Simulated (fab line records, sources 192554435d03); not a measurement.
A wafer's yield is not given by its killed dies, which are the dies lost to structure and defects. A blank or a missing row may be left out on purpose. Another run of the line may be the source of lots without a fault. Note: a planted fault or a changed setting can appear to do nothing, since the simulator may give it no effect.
What tool caused it?	flow n5_finfet	Sampling: 12 lots, 36 wafers, 2 of 1938 route steps

## WHAT THE GAUGES READ, wafer by wafer
N5_BEOL_M15_THK_MEAS_01.
lot	measured	on	M15_ILD_THK (nm)
L075	day 11 12:32	film_metro-02	1577 1609 1615
L076	day 12 05:30	film_metro-01	1616 1635 1637
L081	day 12 23:11	film_metro-01	1587 1611 1656
L079	day 13 09:58	film_metro-01	1595 1608 1647
L083	day 13 12:01	film_metro-02	1632 1637 1620
L086	day 14 08:48	film_metro-01	1645 1655 1666
L089	day 14 16:46	film_metro-02	1616 1627 1584
L088	day 14 20:22	film_metro-01	1626 1599 1642
L091	day 15 15:16	film_metro-02	1603 1614 1618
L092	day 15 23:06	film_metro-02	1634 1677 1651
L095	day 17 05:35	film_metro-02	1590 1635 1618
L096	day 17 09:56	film_metro-01	1596 1601 1620

## EACH LOT AND THE TOOL THAT RAN IT (in order: tool; ch and the chambers of the sampled wafers; start)
lot	N5_BEOL_M14_ANNEAL_48
L075	rtp_anneal-02 ch 0, day 11 11:31
L076	rtp_anneal-02 ch 0, day 12 04:31
L081	rtp_anneal-02 ch 0, day 12 22:14
L079	rtp_anneal-02 ch 0, day 13 08:56
L083	rtp_anneal-01 ch 0, day 13 11:02
L086	rtp_anneal-01 ch 0, day 14 07:46
L089	rtp_anneal-01 ch 0, day 14 15:44
L088	rtp_anneal-01 ch 0, day 14 19:16
L091	rtp_anneal-02 ch 0, day 15 14:17
L092	rtp_anneal-02 ch 0, day 15 22:06
L095	rtp_anneal-01 ch 0, day 17 04:33
L096	rtp_anneal-01 ch 0, day 17 08:45
- N5_BEOL_M14_ANNEAL_48: time 90 s.

## THE ANSWER, worked out from the rows above alone
Rule: the lots themselves supply what counts as usual. The widest of any qualifying gaps counts: lots, ordered by their means at a reading, are off when they make up no more than a third of the lots, leave a main group of 4 or more, and stand apart from it by 3 or more times the standard deviation of that group's means. The tables above print the reading to a certain number of digits; a main group whose means all agree to those digits is not used. Also off: a lot with no number at a reading for which 4 or more lots have one. Any other lot the step has rows for is counted as sound.
No lot is off at any reading shown: from this, nothing can be told.

## WHAT THE SIMULATOR HAD INSERTED
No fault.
